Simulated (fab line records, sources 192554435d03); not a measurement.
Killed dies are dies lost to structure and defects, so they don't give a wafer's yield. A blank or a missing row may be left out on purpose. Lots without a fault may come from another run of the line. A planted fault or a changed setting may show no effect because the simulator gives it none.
Which tool did it? | flow n5_finfet | 24 lots, 72 wafers sampled, at 6 steps of a route of 1938

WHAT THE GAUGES READ, wafer by wafer
N5_DUMMY_GATE_CD_MEAS_15: target cd 25.8 nm. Usual: cd_nm 25.00 nm, standard deviation 0.23.
lot  | measured    | on        | cd_nm (nm)        | flag
L074 | day 2 22:05 | cd_sem-02 | 24.96 25.25 24.93 |
L075 | day 3 03:10 | cd_sem-01 | 24.76 24.69 24.65 |
L076 | day 3 09:27 | cd_sem-03 | 24.55 24.84 24.96 |
L077 | day 3 16:59 | cd_sem-03 | 24.99 24.90 24.87 |
L078 | day 3 22:39 | cd_sem-02 | 25.01 24.88 25.21 |
L079 | day 4 04:09 | cd_sem-03 | 25.07 24.98 25.13 |
L080 | day 4 10:31 | cd_sem-01 | 25.11 24.80 24.95 |
L081 | day 4 16:34 | cd_sem-01 | 25.09 24.61 24.98 |
L082 | day 4 23:07 | cd_sem-02 | 25.20 24.92 24.89 |
L083 | day 5 09:52 | cd_sem-02 | 25.33 24.82 25.36 |
L084 | day 5 11:58 | cd_sem-03 | 25.14 25.25 25.04 |
L085 | day 5 18:48 | cd_sem-03 | 25.32 25.25 24.84 |
L086 | day 6 00:46 | cd_sem-02 | 25.31 24.95 25.30 |
L087 | day 6 05:59 | cd_sem-02 | 25.00 24.86 24.95 |
L088 | day 6 10:36 | cd_sem-01 | 24.99 24.79 24.85 |
L089 | day 6 15:50 | cd_sem-02 | 25.21 25.07 24.79 |
L090 | day 6 22:11 | cd_sem-01 | 25.36 25.15 24.97 |
L091 | day 7 04:41 | cd_sem-03 | 24.90 24.80 25.00 |
L092 | day 7 10:04 | cd_sem-03 | 25.19 25.34 25.51 |
L093 | day 7 14:44 | cd_sem-03 | 25.13 24.63 24.89 |
L094 | day 7 21:59 | cd_sem-02 | 24.92 24.76 25.14 |
L095 | day 8 02:50 | cd_sem-01 | 24.97 24.64 24.94 |
L096 | day 8 11:10 | cd_sem-02 | 25.24 25.17 25.18 |
L097 | day 8 22:13 | cd_sem-02 | 24.44 24.72 25.00 |

N5_DUMMY_GATE_CD_MEAS_50: target cd 14 nm. Usual: cd_nm 13.98 nm, standard deviation 0.3.
lot  | measured    | on        | cd_nm (nm)        | flag
L074 | day 2 22:44 | cd_sem-01 | 13.94 13.93 13.81 |
L075 | day 3 03:43 | cd_sem-01 | 14.18 14.08 13.92 |
L076 | day 3 10:04 | cd_sem-01 | 13.87 14.25 14.14 |
L077 | day 3 17:50 | cd_sem-01 | 13.25 14.12 13.65 |
L078 | day 3 23:26 | cd_sem-01 | 14.26 14.23 14.05 |
L079 | day 4 04:44 | cd_sem-02 | 13.69 14.12 14.11 |
L080 | day 4 11:01 | cd_sem-01 | 13.79 13.95 14.19 |
L081 | day 4 17:08 | cd_sem-02 | 13.82 13.79 13.49 |
L082 | day 4 23:53 | cd_sem-02 | 14.14 14.06 13.82 |
L083 | day 5 10:23 | cd_sem-03 | 13.97 14.41 14.43 |
L084 | day 5 12:29 | cd_sem-01 | 13.99 14.25 14.13 |
L085 | day 5 19:29 | cd_sem-02 | 13.83 13.90 13.74 |
L086 | day 6 01:16 | cd_sem-03 | 14.26 14.03 14.76 |
L087 | day 6 06:56 | cd_sem-02 | 13.98 14.18 13.43 |
L088 | day 6 11:07 | cd_sem-01 | 13.49 13.91 14.00 |
L089 | day 6 16:34 | cd_sem-03 | 14.09 14.17 14.26 |
L090 | day 6 22:41 | cd_sem-03 | 14.40 14.16 13.87 |
L091 | day 7 05:22 | cd_sem-03 | 14.04 13.83 13.68 |
L092 | day 7 10:35 | cd_sem-03 | 14.04 13.98 14.10 |
L093 | day 7 15:16 | cd_sem-01 | 13.81 13.91 13.67 |
L094 | day 7 22:31 | cd_sem-03 | 14.13 13.62 14.15 |
L095 | day 8 03:28 | cd_sem-03 | 14.05 13.98 14.06 |
L096 | day 8 11:43 | cd_sem-03 | 14.07 14.09 13.78 |
L097 | day 8 22:45 | cd_sem-03 | 13.56 13.84 13.87 |

WHICH TOOL RAN EACH LOT (tool, then ch and the chambers of the sampled wafers, then the start)
lot  | N5_FIN_SAQP_DENSIFY_62          | N5_FIN_SAQP_HM_DEP_72          | N5_FIN_SAQP_SPACER1_ALD_24       | N5_STI_FIN_REVEAL_STRIP_24
L074 | rtp_anneal-01 ch 0, day 1 21:25 | pecvd-01 ch 0,1, day 1 22:00   | ald_sin-01 ch 0,1, day 1 23:44   | rie_diel-05 ch 1,2,3, day 2 10:09
L075 | rtp_anneal-01 ch 0, day 2 02:59 | pecvd-03 ch 1,2, day 2 03:35   | ald_sin-02 ch 0,1,2, day 2 05:14 | rie_diel-05 ch 1,2,3, day 2 15:34
L076 | rtp_anneal-02 ch 0, day 2 08:59 | pecvd-01 ch 0,1, day 2 09:28   | ald_sin-04 ch 1,2, day 2 11:06   | rie_diel-04 ch 0,1,3, day 2 21:47
L077 | rtp_anneal-01 ch 0, day 2 15:32 | pecvd-01 ch 0,1, day 2 16:05   | ald_sin-02 ch 1,2,3, day 2 18:44 | rie_diel-02 ch 1,2,3, day 3 05:22
L078 | rtp_anneal-01 ch 0, day 2 21:13 | pecvd-03 ch 0,1,2, day 2 21:41 | ald_sin-04 ch 0,1,2, day 2 23:47 | rie_diel-05 ch 1,2, day 3 11:08
L079 | rtp_anneal-02 ch 0, day 3 03:03 | pecvd-04 ch 0,2, day 3 03:37   | ald_sin-02 ch 1,2,3, day 3 05:23 | rie_diel-04 ch 0,2, day 3 16:39
L080 | rtp_anneal-01 ch 0, day 3 09:12 | pecvd-01 ch 0,2, day 3 09:41   | ald_sin-02 ch 0,2,3, day 3 11:12 | rie_diel-02 ch 2,3, day 3 22:54
L081 | rtp_anneal-02 ch 0, day 3 14:43 | pecvd-03 ch 0,1,2, day 3 15:16 | ald_sin-04 ch 1,2,3, day 3 16:46 | rie_diel-02 ch 0,2,3, day 4 04:07
L082 | rtp_anneal-02 ch 0, day 3 21:43 | pecvd-01 ch 2, day 3 22:16     | ald_sin-01 ch 0,1, day 4 00:11   | rie_diel-04 ch 1,2, day 4 10:41
L083 | rtp_anneal-01 ch 0, day 4 03:29 | pecvd-04 ch 0,2, day 4 03:59   | ald_sin-04 ch 0,2,3, day 4 07:34 | rie_diel-05 ch 0,1,2, day 4 18:08
L084 | rtp_anneal-02 ch 0, day 4 09:28 | pecvd-01 ch 0,1,2, day 4 09:56 | ald_sin-02 ch 0,1, day 4 11:38   | rie_diel-02 ch 0,1,2, day 4 21:57
L085 | rtp_anneal-01 ch 0, day 4 15:35 | pecvd-03 ch 0,1,2, day 4 16:08 | ald_sin-02 ch 0,1,2, day 4 17:38 | rie_diel-05 ch 1,2,3, day 5 07:10
L086 | rtp_anneal-02 ch 0, day 4 23:21 | pecvd-03 ch 0,1,2, day 4 23:50 | ald_sin-04 ch 0,1, day 5 01:55   | rie_diel-05 ch 0,2,3, day 5 13:16
L087 | rtp_anneal-01 ch 0, day 5 04:59 | pecvd-04 ch 0,1, day 5 05:31   | ald_sin-04 ch 0,1,3, day 5 07:12 | rie_diel-05 ch 2,3, day 5 18:02
L088 | rtp_anneal-01 ch 0, day 5 09:43 | pecvd-03 ch 1,2, day 5 10:17   | ald_sin-01 ch 0,3, day 5 11:55   | rie_diel-02 ch 1,2, day 5 22:43
L089 | rtp_anneal-02 ch 0, day 5 15:41 | pecvd-03 ch 0,1,2, day 5 16:14 | ald_sin-04 ch 0,1,2, day 5 17:52 | rie_diel-02 ch 0,2,3, day 6 04:07
L090 | rtp_anneal-01 ch 0, day 5 21:23 | pecvd-04 ch 1,2, day 5 21:53   | ald_sin-01 ch 0,1,2, day 5 23:25 | rie_diel-02 ch 0,2,3, day 6 10:42
L091 | rtp_anneal-02 ch 0, day 6 03:21 | pecvd-01 ch 0,1,2, day 6 03:54 | ald_sin-04 ch 0,1,3, day 6 05:32 | rie_diel-04 ch 0,1,3, day 6 16:59
L092 | rtp_anneal-02 ch 0, day 6 09:24 | pecvd-01 ch 0,1,2, day 6 09:58 | ald_sin-01 ch 0,1,2, day 6 11:37 | rie_diel-02 ch 2,3, day 6 22:26
L093 | rtp_anneal-01 ch 0, day 6 14:56 | pecvd-04 ch 1,2, day 6 15:29   | ald_sin-02 ch 0,2,3, day 6 17:02 | rie_diel-02 ch 2,3, day 7 03:13
L094 | rtp_anneal-02 ch 0, day 6 20:59 | pecvd-04 ch 0,2, day 6 21:35   | ald_sin-04 ch 0,3, day 6 23:56   | rie_diel-02 ch 2,3, day 7 10:15
L095 | rtp_anneal-01 ch 0, day 7 02:43 | pecvd-01 ch 0,1,2, day 7 03:11 | ald_sin-02 ch 0,1,2, day 7 05:16 | rie_diel-02 ch 0,1, day 7 15:09
L096 | rtp_anneal-02 ch 0, day 7 09:23 | pecvd-04 ch 1,2, day 7 09:54   | ald_sin-01 ch 0,1, day 7 11:35   | rie_diel-02 ch 1,2,3, day 7 23:38
L097 | rtp_anneal-01 ch 0, day 7 15:46 | pecvd-01 ch 0,1, day 7 16:20   | ald_sin-02 ch 1,2,3, day 7 18:16 | rie_diel-05 ch 0,2,3, day 8 04:44
- N5_FIN_SAQP_DENSIFY_62: time 60 s.
- N5_FIN_SAQP_HM_DEP_72: deposits SiO2 from SiH4/N2O, target thk 12 nm, time 7.2 s.
- N5_FIN_SAQP_SPACER1_ALD_24: deposits SiO2, target thk 20.3 nm, pulse time 1 s, purge time 2 s.
- N5_STI_FIN_REVEAL_STRIP_24: strips in N2/H2, time 90 s.

WHAT THE TOOLS THEMSELVES READ (means of the sampled wafers that have a number; where no wafer has one, the mark that the record gives instead)
N5_FIN_SAQP_DENSIFY_62. Usual: lamp_power_pct 9.85 %, standard deviation 0.054; lamp_zone_4_pct 9.838 %, standard deviation 0.01; wafer_temp_C_max 703.3, standard deviation 0.59.
lot  | tool          | lamp_power_pct (%) | lamp_zone_4_pct (%) | wafer_temp_C_max | flag
L074 | rtp_anneal-01 | 9.89               | 9.846               | 703.0            |
L075 | rtp_anneal-01 | 9.85               | 9.837               | 703.4            |
L076 | rtp_anneal-02 | 9.86               | 9.838               | 703.0            |
L077 | rtp_anneal-01 | 9.91               | 9.841               | 703.3            |
L078 | rtp_anneal-01 | 9.87               | 9.840               | 703.1            |
L079 | rtp_anneal-02 | 9.85               | 9.839               | 703.3            |
L080 | rtp_anneal-01 | 9.80               | 9.842               | 703.4            |
L081 | rtp_anneal-02 | 9.84               | 9.846               | 703.5            |
L082 | rtp_anneal-02 | 9.86               | 9.838               | 702.9            |
L083 | rtp_anneal-01 | 9.84               | 9.839               | 703.3            |
L084 | rtp_anneal-02 | 9.85               | 9.836               | 703.4            |
L085 | rtp_anneal-01 | 9.80               | 9.839               | 703.5            |
L086 | rtp_anneal-02 | 9.84               | 9.841               | 703.1            |
L087 | rtp_anneal-01 | 9.80               | 9.837               | 703.4            |
L088 | rtp_anneal-01 | 9.88               | 9.833               | 702.6            |
L089 | rtp_anneal-02 | 9.85               | 9.827               | 703.5            |
L090 | rtp_anneal-01 | 9.85               | 9.842               | 702.9            |
L091 | rtp_anneal-02 | 9.83               | 9.841               | 703.6            |
L092 | rtp_anneal-02 | 9.85               | 9.831               | 703.2            |
L093 | rtp_anneal-01 | 9.88               | 9.845               | 703.4            |
L094 | rtp_anneal-02 | 9.89               | 9.820               | 703.3            |
L095 | rtp_anneal-01 | 9.86               | 9.845               | 703.6            |
L096 | rtp_anneal-02 | 9.84               | 9.838               | 703.8            |
L097 | rtp_anneal-01 | 9.84               | 9.840               | 703.6            |

N5_FIN_SAQP_HM_DEP_72. Usual: heater_power_outer_w 459 W, standard deviation 46; heater_power_w 755 W, standard deviation 69; showerhead_plenum_p_Torr 8.12 Torr, standard deviation 0.13.
lot  | tool     | heater_power_outer_w (W) | heater_power_w (W) | showerhead_plenum_p_Torr (Torr) | flag
L074 | pecvd-01 | 501                      | 792                | 8.22                            |
L075 | pecvd-03 | 482                      | 783                | 8.02                            |
L076 | pecvd-01 | 489                      | 773                | 8.14                            |
L077 | pecvd-01 | 492                      | 789                | 8.23                            |
L078 | pecvd-03 | 463                      | 794                | 8.05                            |
L079 | pecvd-04 | 454                      | 729                | 8.01                            |
L080 | pecvd-01 | 513                      | 802                | 8.10                            |
L081 | pecvd-03 | 445                      | 769                | 8.04                            |
L082 | pecvd-01 | 433                      | 740                | 8.17                            |
L083 | pecvd-04 | 449                      | 743                | 8.00                            |
L084 | pecvd-01 | 493                      | 795                | 8.18                            |
L085 | pecvd-03 | 470                      | 801                | 8.04                            |
L086 | pecvd-03 | 432                      | 746                | 8.04                            |
L087 | pecvd-04 | 416                      | 671                | 8.18                            |
L088 | pecvd-03 | 464                      | 811                | 7.95                            |
L089 | pecvd-03 | 477                      | 818                | 8.03                            |
L090 | pecvd-04 | 432                      | 696                | 8.20                            |
L091 | pecvd-01 | 466                      | 771                | 8.17                            |
L092 | pecvd-01 | 483                      | 779                | 8.19                            |
L093 | pecvd-04 | 416                      | 646                | 8.19                            |
L094 | pecvd-04 | 433                      | 715                | 8.00                            |
L095 | pecvd-01 | 492                      | 797                | 8.18                            |
L096 | pecvd-04 | 411                      | 658                | 8.18                            |
L097 | pecvd-01 | 500                      | 772                | 8.14                            |

N5_FIN_SAQP_SPACER1_ALD_24. Usual: heater_power_outer_w 264 W, standard deviation 26; heater_power_w 460 W, standard deviation 41; precursor_pulse_height_rel 0.999, standard deviation 0.019.
lot  | tool       | heater_power_outer_w (W) | heater_power_w (W) | precursor_pulse_height_rel | flag
L074 | ald_sin-01 | 232                      | 415                | 0.996                      |
L075 | ald_sin-02 | 248                      | 453                | 1.016                      |
L076 | ald_sin-04 | 251                      | 421                | 0.988                      |
L077 | ald_sin-02 | 252                      | 453                | 0.982                      |
L078 | ald_sin-04 | 266                      | 447                | 0.997                      |
L079 | ald_sin-02 | 256                      | 451                | 1.017                      |
L080 | ald_sin-02 | 249                      | 442                | 1.001                      |
L081 | ald_sin-04 | 272                      | 466                | 0.997                      |
L082 | ald_sin-01 | 234                      | 418                | 0.999                      |
L083 | ald_sin-04 | 284                      | 482                | 1.009                      |
L084 | ald_sin-02 | 252                      | 448                | 0.996                      |
L085 | ald_sin-02 | 248                      | 449                | 1.002                      |
L086 | ald_sin-04 | 267                      | 453                | 1.002                      |
L087 | ald_sin-04 | 283                      | 501                | 1.008                      |
L088 | ald_sin-01 | 270                      | 447                | 1.016                      |
L089 | ald_sin-04 | 263                      | 444                | 0.994                      |
L090 | ald_sin-01 | 266                      | 470                | 1.003                      |
L091 | ald_sin-04 | 289                      | 486                | 1.004                      |
L092 | ald_sin-01 | 264                      | 478                | 0.999                      |
L093 | ald_sin-02 | 251                      | 438                | 0.990                      |
L094 | ald_sin-04 | 304                      | 533                | 1.006                      |
L095 | ald_sin-02 | 255                      | 449                | 0.993                      |
L096 | ald_sin-01 | 237                      | 418                | 1.020                      |
L097 | ald_sin-02 | 257                      | 449                | 0.993                      |

N5_STI_FIN_REVEAL_STRIP_24. Usual: drypump_motor_current_A 5.8 A, standard deviation 0.37; oes_product_au 0.75 a.u., standard deviation 0.062; rf_vpp_V 45.3 V, standard deviation 0.81; showerhead_plenum_p_Torr 3.39 Torr, standard deviation 0.13; throttle_valve_pct 12.33 %, standard deviation 0.16.
lot  | tool        | drypump_motor_current_A (A) | oes_product_au (a.u.) | rf_vpp_V (V) | showerhead_plenum_p_Torr (Torr) | throttle_valve_pct (%) | flag
L074 | rie_diel-05 | 5.9                         | 0.72                  | 46.1         | 3.41                            | 12.39                  |
L075 | rie_diel-05 | 5.9                         | 0.72                  | 44.1         | 3.41                            | 12.40                  |
L076 | rie_diel-04 | 5.6                         | 0.71                  | 45.0         | 3.35                            | 12.56                  |
L077 | rie_diel-02 | 5.7                         | 0.82                  | 45.1         | 3.46                            | 12.20                  |
L078 | rie_diel-05 | 5.6                         | 0.72                  | 45.1         | 3.40                            | 12.49                  |
L079 | rie_diel-04 | 5.5                         | 0.72                  | 46.0         | 3.31                            | 12.29                  |
L080 | rie_diel-02 | 5.7                         | 0.84                  | 45.4         | 3.47                            | 12.23                  |
L081 | rie_diel-02 | 5.7                         | 0.79                  | 45.5         | 3.36                            | 12.20                  |
L082 | rie_diel-04 | 5.3                         | 0.82                  | 45.3         | 3.34                            | 12.18                  |
L083 | rie_diel-05 | 5.8                         | 0.70                  | 44.6         | 3.39                            | 12.57                  |
L084 | rie_diel-02 | 5.7                         | 0.78                  | 44.5         | 3.44                            | 12.17                  |
L085 | rie_diel-05 | 5.9                         | 0.71                  | 45.2         | 3.40                            | 12.45                  |
L086 | rie_diel-05 | 6.3                         | 0.71                  | 45.4         | 3.48                            | 12.51                  |
L087 | rie_diel-05 | 6.1                         | 0.71                  | 45.2         | 3.49                            | 12.45                  |
L088 | rie_diel-02 | 5.8                         | 0.77                  | 45.2         | 3.53                            | 12.22                  |
L089 | rie_diel-02 | 5.6                         | 0.78                  | 45.4         | 3.35                            | 12.25                  |
L090 | rie_diel-02 | 5.6                         | 0.78                  | 45.8         | 3.35                            | 12.25                  |
L091 | rie_diel-04 | 5.6                         | 0.78                  | 46.2         | 3.33                            | 12.42                  |
L092 | rie_diel-02 | 5.6                         | 0.80                  | 45.9         | 3.35                            | 12.31                  |
L093 | rie_diel-02 | 5.6                         | 0.80                  | 45.4         | 3.35                            | 12.32                  |
L094 | rie_diel-02 | 5.7                         | 0.79                  | 44.8         | 3.35                            | 12.33                  |
L095 | rie_diel-02 | 5.7                         | 0.73                  | 45.4         | 3.42                            | 12.22                  |
L096 | rie_diel-02 | 5.7                         | 0.78                  | 45.4         | 3.43                            | 12.30                  |
L097 | rie_diel-05 | 6.2                         | 0.78                  | 45.8         | 3.47                            | 12.34                  |

THE ANSWER, worked out from the rows above alone
Rule: a lot is off if the mean of its wafers that have a number lies more than 3 standard deviations from the usual mean. A lot without any number at a reading at which 4 lots or more have one is off too. The other lots that the step has rows for count as sound. The gauges are gone through in route order, then the tools' own readings, and for those a lot's mean is taken as printed above. The first step at which some lot is off is used, and at that step the reading that is off furthest; a lot without a number counts as furthest.
No lot is off at any reading shown: from this, nothing can be told.

WHAT THE SIMULATOR HAD PUT IN
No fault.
